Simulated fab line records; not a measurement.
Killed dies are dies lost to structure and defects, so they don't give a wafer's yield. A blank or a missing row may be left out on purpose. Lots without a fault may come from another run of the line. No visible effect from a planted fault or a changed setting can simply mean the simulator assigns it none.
Split-lot trial / flow n5-finfet / 21 wafers read across 7 lots, on a route 1938 steps long

ON THE SPLIT
At N5_BEOL_M2_DESCUM_16 (chemistry O2, time 7 s), the setting time-s was moved away from the recipe's 7 s on 10 of the 21 wafers read, by -19.0% to +10.2%. For the rest of the wafers, this setting stayed at what the recipe calls for.

The split's own step is where the reading is taken.

THE READING
CAR-EUV_of_BEOL_M2_COAT_05.thk-nm (the simulator's own value, which no gauge read), in nm, at N5_BEOL_M2_DESCUM_16 (chemistry O2, time 7 s). No usual value for it is given in the file. Average 26.1 nm, standard deviation 0.096 nm, over the 11 wafers here run with the recipe.

wafer=L075.1; tool, chamber at the split=rie-diel-01, 1,2; time-s as run, s=5.668; against the recipe=-19.0%; CAR-EUV_of_BEOL_M2_COAT_05.thk-nm, nm=26.6; against lot-mates on the recipe=+0.6
wafer=L075.2; tool, chamber at the split=rie-diel-01, 1,2; time-s as run, s=5.668; against the recipe=-19.0%; CAR-EUV_of_BEOL_M2_COAT_05.thk-nm, nm=26.6; against lot-mates on the recipe=+0.6
wafer=L075.6; tool, chamber at the split=rie-diel-01, 2; time-s as run, s=7; against the recipe=recipe; CAR-EUV_of_BEOL_M2_COAT_05.thk-nm, nm=26; against lot-mates on the recipe=-
wafer=L076.2; tool, chamber at the split=rie-diel-02, 3,0; time-s as run, s=7; against the recipe=recipe; CAR-EUV_of_BEOL_M2_COAT_05.thk-nm, nm=26; against lot-mates on the recipe=-
wafer=L076.4; tool, chamber at the split=rie-diel-02, 3,0; time-s as run, s=7; against the recipe=recipe; CAR-EUV_of_BEOL_M2_COAT_05.thk-nm, nm=26; against lot-mates on the recipe=-
wafer=L076.5; tool, chamber at the split=rie-diel-02, 3; time-s as run, s=6.523; against the recipe=-6.8%; CAR-EUV_of_BEOL_M2_COAT_05.thk-nm, nm=26.4; against lot-mates on the recipe=+0.4
wafer=L079.1; tool, chamber at the split=rie-diel-05, 1,0,3; time-s as run, s=7; against the recipe=recipe; CAR-EUV_of_BEOL_M2_COAT_05.thk-nm, nm=26; against lot-mates on the recipe=-
wafer=L079.3; tool, chamber at the split=rie-diel-05, 1,0,3; time-s as run, s=7; against the recipe=recipe; CAR-EUV_of_BEOL_M2_COAT_05.thk-nm, nm=26; against lot-mates on the recipe=-
wafer=L079.6; tool, chamber at the split=rie-diel-05, 1,0,3; time-s as run, s=7; against the recipe=recipe; CAR-EUV_of_BEOL_M2_COAT_05.thk-nm, nm=26; against lot-mates on the recipe=-
wafer=L081.2; tool, chamber at the split=rie-diel-01, 3,2; time-s as run, s=7.717; against the recipe=+10.2%; CAR-EUV_of_BEOL_M2_COAT_05.thk-nm, nm=25.6; against lot-mates on the recipe=no lot-mate on the recipe
wafer=L081.3; tool, chamber at the split=rie-diel-01, 3,2; time-s as run, s=7.717; against the recipe=+10.2%; CAR-EUV_of_BEOL_M2_COAT_05.thk-nm, nm=25.6; against lot-mates on the recipe=no lot-mate on the recipe
wafer=L081.5; tool, chamber at the split=rie-diel-01, 3; time-s as run, s=7.717; against the recipe=+10.2%; CAR-EUV_of_BEOL_M2_COAT_05.thk-nm, nm=25.8; against lot-mates on the recipe=no lot-mate on the recipe
wafer=L088.3; tool, chamber at the split=rie-diel-01, 3; time-s as run, s=7.468; against the recipe=+6.7%; CAR-EUV_of_BEOL_M2_COAT_05.thk-nm, nm=25.6; against lot-mates on the recipe=no lot-mate on the recipe
wafer=L088.5; tool, chamber at the split=rie-diel-01, 0,1; time-s as run, s=7.468; against the recipe=+6.7%; CAR-EUV_of_BEOL_M2_COAT_05.thk-nm, nm=25.8; against lot-mates on the recipe=no lot-mate on the recipe
wafer=L088.6; tool, chamber at the split=rie-diel-01, 0,1; time-s as run, s=7.468; against the recipe=+6.7%; CAR-EUV_of_BEOL_M2_COAT_05.thk-nm, nm=25.8; against lot-mates on the recipe=no lot-mate on the recipe
wafer=L089.1; tool, chamber at the split=rie-diel-05, 1,3,0; time-s as run, s=7; against the recipe=recipe; CAR-EUV_of_BEOL_M2_COAT_05.thk-nm, nm=26.2; against lot-mates on the recipe=-
wafer=L089.4; tool, chamber at the split=rie-diel-05, 1,3,0; time-s as run, s=7; against the recipe=recipe; CAR-EUV_of_BEOL_M2_COAT_05.thk-nm, nm=26.2; against lot-mates on the recipe=-
wafer=L089.6; tool, chamber at the split=rie-diel-05, 1,3,0; time-s as run, s=7; against the recipe=recipe; CAR-EUV_of_BEOL_M2_COAT_05.thk-nm, nm=26.2; against lot-mates on the recipe=-
wafer=L093.1; tool, chamber at the split=rie-diel-05, 2; time-s as run, s=7; against the recipe=recipe; CAR-EUV_of_BEOL_M2_COAT_05.thk-nm, nm=26.2; against lot-mates on the recipe=-
wafer=L093.3; tool, chamber at the split=rie-diel-05, 1; time-s as run, s=7; against the recipe=recipe; CAR-EUV_of_BEOL_M2_COAT_05.thk-nm, nm=26; against lot-mates on the recipe=-
wafer=L093.4; tool, chamber at the split=rie-diel-05, 0; time-s as run, s=7.413; against the recipe=+5.9%; CAR-EUV_of_BEOL_M2_COAT_05.thk-nm, nm=26; against lot-mates on the recipe=-0.1
If several chambers appear in one row, that row covers several wafers at once and the file leaves open which wafer was in which chamber.

FIT RESULTS
A straight line over all 21 wafers: CAR-EUV_of_BEOL_M2_COAT_05.thk-nm changes by -0.0333 nm for each +1% of time-s; r = -0.92; the points scatter about the line by 0.11 nm.
The same after taking each lot's own level away (the mean of its wafers on the recipe; 15 wafers): -0.0316 nm for each +1%; r = -0.96; scatter 0.066 nm.
According to that fit, moving time-s by its largest amount changes the reading by 0.6 nm.
The lots' own levels span 26.00 to 26.20 nm, that is 2.1 times the standard deviation above.
Consequently the slope shifts little with the lot-to-lot level, the two slopes agreeing.
Check: for one of the wafers moved furthest among these (-19.0%), held out of the fit, the line's prediction against its lot-mates is +0.635 nm. Against them it came out at +0.6 nm.

THE OTHER SPLITS THESE WAFERS WENT THROUGH
Before the reading, these wafers also passed through other splits. Each is held against what the fit with the lots' levels taken away leaves over:
other split on the same wafers=N5_BEOL_M0_ETCH_138 source-w; wafers away from the commonest value=5; r with CAR-EUV_of_BEOL_M2_COAT_05.thk-nm (lot level and that fit taken away)=+0.25
other split on the same wafers=N5_BEOL_M1_COAT_05 spin-rpm; wafers away from the commonest value=7; r with CAR-EUV_of_BEOL_M2_COAT_05.thk-nm (lot level and that fit taken away)=-0.05
other split on the same wafers=N5_BEOL_M1_ETCH_74 bias-w; wafers away from the commonest value=6; r with CAR-EUV_of_BEOL_M2_COAT_05.thk-nm (lot level and that fit taken away)=+0.05

THE FILE'S OWN FIT
CAR-EUV_of_BEOL_M2_COAT_05.thk-nm changes by -0.0332 nm for each +1% of time-s, r = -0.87.
